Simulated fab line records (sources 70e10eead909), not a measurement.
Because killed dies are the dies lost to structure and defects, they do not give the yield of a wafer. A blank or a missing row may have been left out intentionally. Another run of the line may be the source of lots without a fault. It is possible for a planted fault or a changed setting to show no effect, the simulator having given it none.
A struck lot beside a sound one	flow nand harc	40 out of 1159 route steps
Sound: these wafers, L247.3, L247.5, L247.6. Struck: wafer L242.3; the same lot's L242.6 was not struck, so it is left out; see the end for the cause.
At each step with rows: each side's tool, then ch and its chambers, then its first start. Under that, the readings that differ: sound wafers	struck wafers	difference of the means	sigmas: that difference in standard deviations of wafers without a fault.
alike: a reading whose means differ by less than 2 such deviations, as well as words and numbers matching on both sides. not compared: withheld readings; readings where some wafer has no value; bounds like >300 that might hide an equal value; numbers whose values overlap and for which the record gives no deviation.
Wherever a step has rows on one side only, a row that says differs or no value, or a row with sigmas, the two part there. When numbers do not overlap yet have no deviation, they are printed without sigmas and do not part them. A reading missing from all wafers of one side parts the sides only when that side holds two or more wafers.

first, 9 steps without rows for these wafers: NHARC_A_CONTACT_DESCUM_47 (chemistry O2, time 3 s); NHARC_A_CONTACT_ETCH_48 (etches the open film in CF4, target depth 39 nm, time 65 s); NHARC_A_CONTACT_ETCH_49 (etches the open film in N2/H2, target depth 260 nm, time 475.3 s); NHARC_A_CONTACT_ETCH_50 (etches the open film in CF4/CHF3, target depth 84.7 nm, time 42.4 s); NHARC_A_CONTACT_ETCH_51 (etches the open film in O2/COS, target depth 3600 nm, time 936 s); NHARC_A_CONTACT_ETCH_111 (etches the open film in C4F8/O2/Ar, time 140 s, target depth 700 nm); NHARC_A_CONTACT_ETCH_112 (etches the open film in C4F8/O2/Ar, time 94 s, target depth 922 nm); NHARC_A_CONTACT_ETCH_113 (etches the open film in C4F8/O2/Ar, time 94 s, target depth 922 nm); NHARC_A_CONTACT_ETCH_114 (etches the open film in C4F8/O2/Ar, time 94 s, target depth 922 nm).
NHARC_A_CONTACT_ETCH_115: etches the open film in C4F8/O2/Ar, time 94 s, target depth 922 nm.
  sound on har cap etch-02 ch 0,1, day 19 14:20; struck on har cap etch-01 ch 1, day 18 15:22
  alike: oes air line au
  not compared: rf hours counter h
then, 28 steps without rows for these wafers: NHARC_A_CONTACT_ETCH_116 (etches the open film in C4F8/O2/Ar, time 94 s, target depth 922 nm); NHARC_A_CONTACT_ETCH_117 (etches the open film in C4F8/O2/Ar, time 94 s, target depth 922 nm); NHARC_A_CONTACT_ETCH_118 (etches the open film in C4F8/O2/Ar, time 94 s, target depth 922 nm); NHARC_A_CONTACT_ETCH_119 (etches the open film in C4F8/O2/Ar, time 94 s, target depth 922 nm); NHARC_A_CONTACT_ETCH_120 (etches the open film in C4F8/O2/Ar, time 94 s, target depth 922 nm); NHARC_A_CONTACT_ETCH_121 (etches the open film in C4F8/O2/Ar, time 94 s, target depth 922 nm); NHARC_A_CONTACT_ETCH_122 (etches the open film in C4F8/O2/Ar, time 95 s, target depth 930 nm); NHARC_A_CONTACT_ETCH_123 (etches the open film in C4F8/O2/Ar, time 253 s, target depth 1090 nm); NHARC_A_CONTACT_ETCH_90 (etches the open film in CH3F/O2, target depth 40 nm, time 85.7 s); NHARC_A_CONTACT_ETCH_96 (etches the open film in C4F6/O2, target depth 20 nm, time 10 s); NHARC_A_CONTACT_STRIP_99 (strips in N2/H2); NHARC_A_CONTACT_STRIP_100 (strips in CF4/CHF3); NHARC_A_CONTACT_STRIP_101 (strips in O2/COS); NHARC_A_CONTACT_ETCH_102 (etches the open film in CF4/O2, target depth 70 nm, overetch 7 nm, time 38.5 s); NHARC_A_CONTACT_STRIP_55 (strips in O2); NHARC_A_CONTACT_STRIP_56 (strips in post etch residue remover, time 600 s); NHARC_A_CONTACT_DEP_57 (deposits aC, target thk 2800 nm); NHARC_A_CONTACT_DEP_58 (deposits SiON, target thk 60 nm); NHARC_A_CONTACT_DEHYDRATE_59 (time 120 s); NHARC_A_CONTACT_HMDS_60 (time 30 s); NHARC_A_CONTACT_COAT_61 (time 75 s); NHARC_A_CONTACT_COAT_62 (time 65 s); NHARC_A_CONTACT_COAT_63 (resist thk 90 nm); NHARC_A_CONTACT_SOFTBAKE_64 (time 55 s); NHARC_A_CONTACT_EBR_65; NHARC_A_CONTACT_EXPOSE_66 (exposes mask A CC 2); NHARC_A_CONTACT_PEB_67 (peb time 65 s); NHARC_A_CONTACT_DEVELOP_68 (develop time 35 s).
NHARC_A_CONTACT_DESCUM_74: chemistry O2, time 3 s.
  sound on rie diel-06 ch 1,2, day 19 20:49; struck on rie diel-06 ch 0, day 19 02:02
reading	sound	struck	difference	sigmas
hold	- - -	await dispo/2.0h/release	no value on the sound wafers	
  alike: drypump motor current A, oes product au, rf vpp V, showerhead plenum p Torr, throttle valve pct
  not compared: rf hours counter h
-- record jumps: 3 days between struck wafers' starts before vs after; left off in module A_CONTACT, resumes in module END, first step shown is number 1159 of the route --
NHARC_END_SORT_01:
  here the record holds rows for the struck wafers (prober-01 ch 0, day 21 20:20) but none for the sound ones

## WHERE THEY PART
At NHARC_A_CONTACT_DESCUM_74 first; at NHARC_END_SORT_01 last (within this record only).

WHY: what had been put in by the simulator
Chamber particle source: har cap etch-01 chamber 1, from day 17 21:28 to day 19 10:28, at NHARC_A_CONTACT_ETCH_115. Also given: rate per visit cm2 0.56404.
